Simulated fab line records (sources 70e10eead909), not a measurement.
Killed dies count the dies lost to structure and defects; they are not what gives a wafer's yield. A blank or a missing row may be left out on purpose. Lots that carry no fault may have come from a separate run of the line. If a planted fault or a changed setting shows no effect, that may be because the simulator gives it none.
Matching of chambers	flow nand-harc	NHARC_A_STAIRCASE_ETCH_253 on rie-diel-06 has 4 sister chambers
The step etches the open film in C4F8/O2, target depth 50 nm, time 20.2 s. 4 wafers are shown with their chamber, then 8 later ones without.

EACH WAFER AND ITS CHAMBER
wafer	chamber	rf-vpp-V (V)
L078.6	0	897
L080.3	3	895
L080.5	1	894
L086.3	2	896

WAFERS MISSING THEIR CHAMBER
wafer	rf-vpp-V (V)
L086.4	894
L086.6	896
L093.2	893
L093.3	897
L093.5	892
L094.1	897
L094.4	893
L094.5	895

WHICH CHAMBER EACH ONE RAN IN
wafer	from the rows above	in truth
L086.4	can't be placed: 1 or 3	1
L086.6	can't be placed: 2 or 0 or 3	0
L093.2	can't be placed: 1 or 3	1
L093.3	can't be placed: 0 or 2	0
L093.5	can't be placed: 1 or 3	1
L094.1	can't be placed: 0 or 2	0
L094.4	can't be placed: 1 or 3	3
L094.5	can't be placed: 3 or 1 or 2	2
0 of 8 placed correctly. Unplaceable from these rows: 8, with the true chamber sitting among the candidates in 8. Number placed wrongly: 0.
How it was worked out, from the rows above alone: a wafer's distance from a chamber is the root of the sum, over the readings, of the square of ((its reading less the chamber's mean) divided by the reading's scatter). If the next closest chamber is less than 2 further off than the closest, the wafer can't be placed; otherwise it belongs to the closest. For every chamber, the mean is computed from those of its wafers that are shown. The scatter: root of mean squared gap, hidden wafer to nearest shown wafer, with one shown wafer a chamber.
